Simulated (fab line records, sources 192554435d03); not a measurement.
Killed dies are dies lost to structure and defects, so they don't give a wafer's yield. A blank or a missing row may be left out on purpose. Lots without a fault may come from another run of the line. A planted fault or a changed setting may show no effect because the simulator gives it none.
A struck lot beside a sound one | flow n5_finfet | 17 steps out of a route of 1938
Sound: wafers L884.2, L884.3, L884.5. Struck: wafers L892.3, L892.4, L892.6. The cause comes at the end.
At each step with rows: each side's tool, then ch and its chambers, then its first start. Under that, the readings that differ: sound wafers | struck wafers | difference of the means | sigmas: that difference in standard deviations of wafers without a fault.
alike: readings whose means differ by less than 2 such deviations, and words and numbers that are the same on both sides. not compared: withheld readings, readings that some wafer has no value for, bounds like >300 that may hide the same value, and numbers for which the record gives no deviation and whose values overlap.
The two part at a step that has a row with sigmas, a row that says differs or no value, or rows on one side only. Numbers that don't overlap but have no deviation are shown without sigmas and don't part them. A reading that every wafer of one side lacks parts them only if that side has two wafers or more.

N5_MIM_TOP_LITHO_OVL_MEAS_11:
  sound on overlay-02 ch 0, day 15 07:15; struck on overlay-01 ch 0, day 16 23:09
  alike: MIM_TOP_OVL
N5_MIM_TOP_LITHO_INSPECT_12: inspects for defects (macro).
  sound on defect_inspect-02, day 15 07:16; struck on defect_inspect-02, day 16 23:11
  alike: raw_defect_count
N5_MIM_TOP_LITHO_DESCUM_10: chemistry O2, time 7.9 s.
  sound on rie_diel-04 ch 0,3, day 15 07:19; struck on rie_diel-04 ch 0,1,3, day 16 23:25
  alike: drypump_motor_current_A, oes_product_au, rf_vpp_V, showerhead_plenum_p_Torr, throttle_valve_pct
  not compared: rf_hours_counter_h
N5_MIM_TOP_ETCH_ETCH_00: etches TiN in Cl2/BCl3, target depth 38.5 nm.
  sound on rie_metal-02 ch 0,1, day 15 07:23; struck on rie_metal-01 ch 0,1, day 16 23:32
  reading                | sound             | struck            | difference | sigmas
  throttle_valve_pct (%) | 22.74 22.23 22.23 | 23.08 22.85 23.07 | +0.60      | +2
  alike: drypump_motor_current_A, mfc_ar_sccm, oes_product_au
  not compared: rf_hours_counter_h
N5_MIM_TOP_ETCH_STRIP_01: strips in O2.
  sound on rie_diel-06 ch 1,3, day 15 07:32; struck on rie_diel-05 ch 1,3, day 16 23:40
  reading                | sound          | struck         | difference | sigmas
  oes_product_au (a.u.)  | 0.72 0.66 0.67 | 0.90 0.97 0.96 | +0.26      | +3
  throttle_valve_pct (%) | 17.2 17.0 17.0 | 16.4 16.2 16.2 | -0.8       | -2
  alike: drypump_motor_current_A, rf_vpp_V, showerhead_plenum_p_Torr
  not compared: rf_hours_counter_h
N5_MIM_TOP_ETCH_PECVD_03: deposits SiNx from SiH4/NH3/N2, target thk 20 nm, time 17.6 s.
  sound on pecvd-04 ch 0,1, day 15 07:36; struck on pecvd-03 ch 0,1,2, day 16 23:44
  alike: heater_power_outer_w, heater_power_w, showerhead_plenum_p_Torr, throttle_valve_pct
then, 6 steps without rows for these wafers: N5_MIM_BOT_LITHO_HMDS_01 (time 60 s); N5_MIM_BOT_LITHO_COAT_02; N5_MIM_BOT_LITHO_EBR_04; N5_MIM_BOT_LITHO_SOFTBAKE_03 (time 90 s); N5_MIM_BOT_LITHO_EXPOSE_05 (exposes mask MIM BOT); N5_MIM_BOT_LITHO_PEB_06.
N5_MIM_BOT_LITHO_DEVELOP_07: develop time 60 s.
  sound on litho_track-01 ch 0, day 15 07:50; struck on litho_track-05 ch 0, day 16 23:59
then, 1 step without rows for these wafers: N5_MIM_BOT_LITHO_HARDBAKE_09 (time 120 s).
N5_MIM_BOT_LITHO_CD_MEAS_08: target cd 3000 nm.
  sound on cd_sem-01 ch 0, day 15 07:57; struck on cd_sem-02 ch 0, day 17 00:05
  reading    | sound                | struck               | difference | sigmas
  cd_nm (nm) | 3002.3 3002.5 2998.2 | 3005.5 3009.7 3007.6 | +6.6       | +4
N5_MIM_BOT_LITHO_OVL_MEAS_11:
  sound on overlay-01 ch 0, day 15 07:59; struck on overlay-01 ch 0, day 17 00:07
  alike: MIM_BOT_OVL
N5_PASSIVATION_PROBE_49:
  sound on prober-02, day 15 18:40; struck on prober-01, day 17 08:28
  reading            | sound   | struck | difference | sigmas
  killed_at_contacts | 8 24 21 | 3 8    | -12        | -2
  alike: defect_limited_yield, killed_at_M0_to_M3, killed_at_M4_up, killed_at_front_end, killed_at_other, killed_dies, killed_open, killed_short, sort_bin_5_function, sort_bin_6_memory, sort_n_pass, sort_yield_pct

WHERE THEY PART
First at N5_MIM_TOP_ETCH_ETCH_00; last, within this record, at N5_PASSIVATION_PROBE_49.

WHY: what the simulator had put in
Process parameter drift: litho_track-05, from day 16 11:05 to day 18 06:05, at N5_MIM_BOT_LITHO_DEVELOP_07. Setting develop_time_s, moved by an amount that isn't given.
